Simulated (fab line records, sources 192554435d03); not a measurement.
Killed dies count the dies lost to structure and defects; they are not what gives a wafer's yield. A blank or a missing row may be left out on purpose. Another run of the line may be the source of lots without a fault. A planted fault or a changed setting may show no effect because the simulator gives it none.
Which tool did it?    flow n5-finfet    24 lots, 72 wafers sampled, at 5 steps of a route of 1938

WHAT THE GAUGES SHOWED, per wafer
N5_DUMMY_GATE_OVL_MEAS_16. Usual: for GATE_OVL the level is -0.3 nm and the standard deviation is 0.62.
lot   measured     on          GATE_OVL (nm)   flag
L074  day 2 23:28  overlay-01  -0.5 -0.3 0.1   
L075  day 3 04:42  overlay-01  -0.3 -1.4 -0.8  
L076  day 3 11:16  overlay-02  0.0 -0.7 -0.7   
L077  day 3 15:36  overlay-01  -1.4 -1.4 -1.0  
L078  day 3 23:31  overlay-02  -0.3 -0.6 -1.4  
L079  day 4 04:49  overlay-02  -0.1 -0.5 -1.1  
L080  day 4 15:58  overlay-02  0.4 -0.4 -0.4   
L081  day 4 19:53  overlay-02  -0.3 0.0 0.7    
L082  day 5 00:38  overlay-01  0.1 -0.2 0.1    
L083  day 5 03:48  overlay-02  1.3 0.5 0.5     
L084  day 5 09:39  overlay-01  0.9 1.0 0.6     
L085  day 5 19:13  overlay-01  -0.6 -0.8 -0.7  
L086  day 5 21:49  overlay-02  -1.0 0.8 0.4    
L087  day 6 05:13  overlay-01  0.3 -0.5 -0.7   
L088  day 6 09:45  overlay-02  -1.2 -0.5 -1.0  
L089  day 6 17:15  overlay-02  0.4 -0.6 -0.3   
L090  day 6 22:32  overlay-02  -0.7 -0.4 -0.9  
L091  day 7 04:41  overlay-02  0.6 0.9 0.0     
L092  day 7 09:52  overlay-01  -1.3 -1.2 0.2   
L093  day 7 16:41  overlay-01  0.4 -0.3 -0.2   
L094  day 7 21:31  overlay-01  -0.5 0.9 0.1    
L095  day 8 03:38  overlay-02  -0.3 -0.5 -0.2  
L096  day 8 09:09  overlay-01  -1.2 -0.6 -0.4  
L097  day 8 17:30  overlay-01  -0.6 -1.5 -1.1  

N5_DUMMY_GATE_CD_MEAS_50 targets a cd of 14 nm. Usual: cd-nm at 14.06 nm, with a standard deviation of 0.27.
lot   measured     on         cd-nm (nm)         flag
L074  day 2 23:56  cd-sem-01  14.13 13.99 13.86  
L075  day 3 05:14  cd-sem-02  14.23 13.95 13.88  
L076  day 3 11:56  cd-sem-03  13.83 14.14 13.89  
L077  day 3 16:14  cd-sem-02  13.91 14.22 13.87  
L078  day 3 23:58  cd-sem-01  13.91 13.62 14.08  
L079  day 4 05:43  cd-sem-01  14.31 14.37 14.56  
L080  day 4 16:26  cd-sem-01  13.85 13.89 14.06  
L081  day 4 20:21  cd-sem-01  14.08 14.12 14.36  
L082  day 5 01:31  cd-sem-01  14.39 14.04 13.95  
L083  day 5 04:34  cd-sem-02  13.39 13.90 13.59  
L084  day 5 10:14  cd-sem-02  14.15 14.64 14.23  
L085  day 5 19:40  cd-sem-02  13.50 14.12 13.88  
L086  day 5 22:17  cd-sem-02  13.80 14.34 14.43  
L087  day 6 06:07  cd-sem-01  14.31 13.84 14.22  
L088  day 6 10:13  cd-sem-01  14.26 14.11 13.60  
L089  day 6 17:55  cd-sem-03  13.60 14.42 13.75  
L090  day 6 23:47  cd-sem-03  14.68 13.60 14.40  
L091  day 7 05:09  cd-sem-03  13.85 13.63 13.96  
L092  day 7 10:41  cd-sem-03  14.12 13.70 14.23  
L093  day 7 17:08  cd-sem-03  13.77 14.41 14.13  
L094  day 7 22:13  cd-sem-01  14.07 14.19 14.15  
L095  day 8 04:16  cd-sem-02  14.25 14.32 14.50  
L096  day 8 09:37  cd-sem-01  14.28 14.66 14.16  
L097  day 8 17:58  cd-sem-02  14.05 14.37 13.97  

N5_DUMMY_GATE_CD_MEAS_24 targets a cd of 15 nm. Usual: cd-nm at 15.1 nm, with a standard deviation of 0.32.
lot   measured     on         cd-nm (nm)      flag
L074  day 3 00:25  cd-sem-02  14.9 15.3 15.3  
L075  day 3 05:43  cd-sem-01  15.4 14.8 15.2  
L076  day 3 12:33  cd-sem-01  14.8 15.3 14.8  
L077  day 3 16:46  cd-sem-02  15.2 15.3 15.0  
L078  day 4 00:28  cd-sem-01  14.7 14.6 15.2  
L079  day 4 06:13  cd-sem-01  15.6 15.0 15.8  
L080  day 4 16:55  cd-sem-02  15.1 15.0 15.1  
L081  day 4 20:51  cd-sem-02  15.3 15.1 16.0  
L082  day 5 02:08  cd-sem-02  15.2 15.4 15.1  
L083  day 5 05:12  cd-sem-01  15.0 15.0 15.2  
L084  day 5 10:46  cd-sem-02  14.5 15.7 15.2  
L085  day 5 20:10  cd-sem-02  15.1 14.9 15.1  
L086  day 5 22:47  cd-sem-02  15.0 14.4 14.7  
L087  day 6 06:38  cd-sem-02  14.3 14.5 15.3  
L088  day 6 10:43  cd-sem-02  15.6 14.7 15.0  
L089  day 6 18:25  cd-sem-01  14.9 15.2 14.9  
L090  day 7 00:17  cd-sem-01  15.4 15.4 15.7  
L091  day 7 05:38  cd-sem-01  15.4 15.0 15.1  
L092  day 7 11:14  cd-sem-01  15.1 15.4 15.0  
L093  day 7 17:38  cd-sem-01  14.9 15.2 15.5  
L094  day 7 22:44  cd-sem-03  14.9 15.3 15.1  
L095  day 8 04:46  cd-sem-02  14.8 15.3 15.5  
L096  day 8 10:07  cd-sem-02  15.1 14.9 15.2  
L097  day 8 18:28  cd-sem-01  14.7 15.1 14.6  

N5_SD_EPI_N_INSPECT_11: inspects for defects (macro). Usual: raw-defect-count at 2.1, with a standard deviation of 1.6.
lot   measured     on                 raw-defect-count  flag
L074  day 3 02:01  defect-inspect-01  0 0 0             
L075  day 3 07:04  defect-inspect-02  5 0 0             
L076  day 3 14:05  defect-inspect-02  0 4 2             
L077  day 3 18:26  defect-inspect-02  8 2 1             
L078  day 4 01:47  defect-inspect-02  3 1 1             
L079  day 4 07:34  defect-inspect-01  3 1 1             
L080  day 4 18:25  defect-inspect-01  7 0 1             
L081  day 4 22:18  defect-inspect-02  1 3 3             
L082  day 5 04:23  defect-inspect-02  4 2 1             
L083  day 5 06:25  defect-inspect-01  2 2 2             
L084  day 5 12:07  defect-inspect-02  1 0 4             
L085  day 5 22:27  defect-inspect-01  5 2 2             
L086  day 6 00:07  defect-inspect-01  0 6 2             
L087  day 6 08:17  defect-inspect-02  5 2 6             
L088  day 6 12:03  defect-inspect-02  0 4 0             
L089  day 6 20:19  defect-inspect-02  5 4 3             
L090  day 7 01:38  defect-inspect-02  1 2 1             
L091  day 7 07:18  defect-inspect-01  2 4 2             
L092  day 7 12:34  defect-inspect-02  3 2 1             
L093  day 7 19:04  defect-inspect-02  1 2 2             
L094  day 8 00:07  defect-inspect-02  1 2 3             
L095  day 8 06:22  defect-inspect-02  3 0 5             
L096  day 8 11:23  defect-inspect-01  2 1 2             
L097  day 8 19:41  defect-inspect-01  0 4 2             

WHICH TOOL RAN EACH LOT (tool, then ch and the chambers of the sampled wafers, then the start)
lot   N5_DUMMY_GATE_ETCH_23
L074  rie-si-02 ch 0,1,3, day 3 00:15
L075  rie-si-03 ch 1,3, day 3 05:33
L076  rie-si-01 ch 0,2,3, day 3 12:23
L077  rie-si-01 ch 1,2,3, day 3 16:36
L078  rie-si-02 ch 0,3, day 4 00:18
L079  rie-si-01 ch 0,1,3, day 4 06:03
L080  rie-si-01 ch 1,2,3, day 4 16:45
L081  rie-si-03 ch 0,1,3, day 4 20:41
L082  rie-si-02 ch 1,2,3, day 5 01:57
L083  rie-si-02 ch 0,1,2, day 5 05:02
L084  rie-si-01 ch 0,1,3, day 5 10:36
L085  rie-si-01 ch 0,2,3, day 5 19:59
L086  rie-si-01 ch 1,2, day 5 22:37
L087  rie-si-02 ch 0,1, day 6 06:28
L088  rie-si-01 ch 0,1,3, day 6 10:32
L089  rie-si-02 ch 1,3, day 6 18:14
L090  rie-si-03 ch 1,3, day 7 00:07
L091  rie-si-02 ch 0,2,3, day 7 05:29
L092  rie-si-01 ch 1,2,3, day 7 11:03
L093  rie-si-01 ch 0,2,3, day 7 17:28
L094  rie-si-02 ch 0,1,2, day 7 22:34
L095  rie-si-01 ch 0,1,2, day 8 04:35
L096  rie-si-02 ch 0,1,3, day 8 09:57
L097  rie-si-01 ch 1,3, day 8 18:17
- N5_DUMMY_GATE_ETCH_23: etches poly-Si in HBr/Cl2/O2, target depth 41 nm, time 22.3 s.

AS READ BY THE TOOLS THEMSELVES (means over the sampled wafers that have a number; for cases with no such wafer, the mark the record gives instead)
N5_DUMMY_GATE_ETCH_23. Usual: O2_flow_sccm 12.00 sccm, standard deviation 0.034; drypump-motor-current-A 5.82 A, standard deviation 0.28; oes-product-au 1.002 a.u., standard deviation 0.018; throttle-valve-pct 37.36 %, standard deviation 0.3.
lot   tool       O2_flow_sccm (sccm)  drypump-motor-current-A (A)  oes-product-au (a.u.)  throttle-valve-pct (%)  flag
L074  rie-si-02  12.01                5.98                         0.992                  37.48                   
L075  rie-si-03  12.00                5.78                         1.025                  37.06                   
L076  rie-si-01  12.03                5.75                         1.008                  37.30                   
L077  rie-si-01  12.03                5.76                         1.003                  37.31                   
L078  rie-si-02  12.04                6.10                         0.977                  37.47                   
L079  rie-si-01  12.00                5.80                         1.009                  37.21                   
L080  rie-si-01  12.06                5.76                         1.007                  37.31                   
L081  rie-si-03  11.98                5.68                         1.005                  37.19                   
L082  rie-si-02  12.02                5.98                         0.992                  37.74                   
L083  rie-si-02  11.97                5.85                         0.987                  37.46                   
L084  rie-si-01  12.02                5.84                         1.018                  37.22                   
L085  rie-si-01  11.99                5.74                         1.017                  37.31                   
L086  rie-si-01  12.01                5.48                         1.007                  37.48                   
L087  rie-si-02  12.00                5.85                         0.991                  37.48                   
L088  rie-si-01  11.98                5.80                         1.014                  37.21                   
L089  rie-si-02  11.99                6.11                         0.990                  37.76                   
L090  rie-si-03  11.98                5.95                         1.025                  37.20                   
L091  rie-si-02  12.02                5.99                         0.977                  37.46                   
L092  rie-si-01  12.01                5.75                         1.009                  37.31                   
L093  rie-si-01  12.00                5.74                         1.013                  37.31                   
L094  rie-si-02  11.98                5.85                         0.988                  37.47                   
L095  rie-si-01  12.03                5.55                         1.013                  37.38                   
L096  rie-si-02  11.98                5.96                         0.986                  37.48                   
L097  rie-si-01  12.03                5.83                         0.994                  37.23                   

THE ANSWER, worked out from the rows above alone
Rule: a lot is off if the mean of its wafers that have a number lies more than 3 standard deviations from the usual mean. Also off: a lot with no number at a reading for which 4 or more lots have one. Where the step has rows for the other lots, those lots are counted as sound. First the gauges in route order, then the tools' own readings, where a lot's mean is used as printed above. At the first step where some lot is off, the reading lying furthest off is the one used; lots without a number count as furthest.
None of the lots is off at any reading shown; this tells nothing.

WHAT THE SIMULATOR HAD PUT IN
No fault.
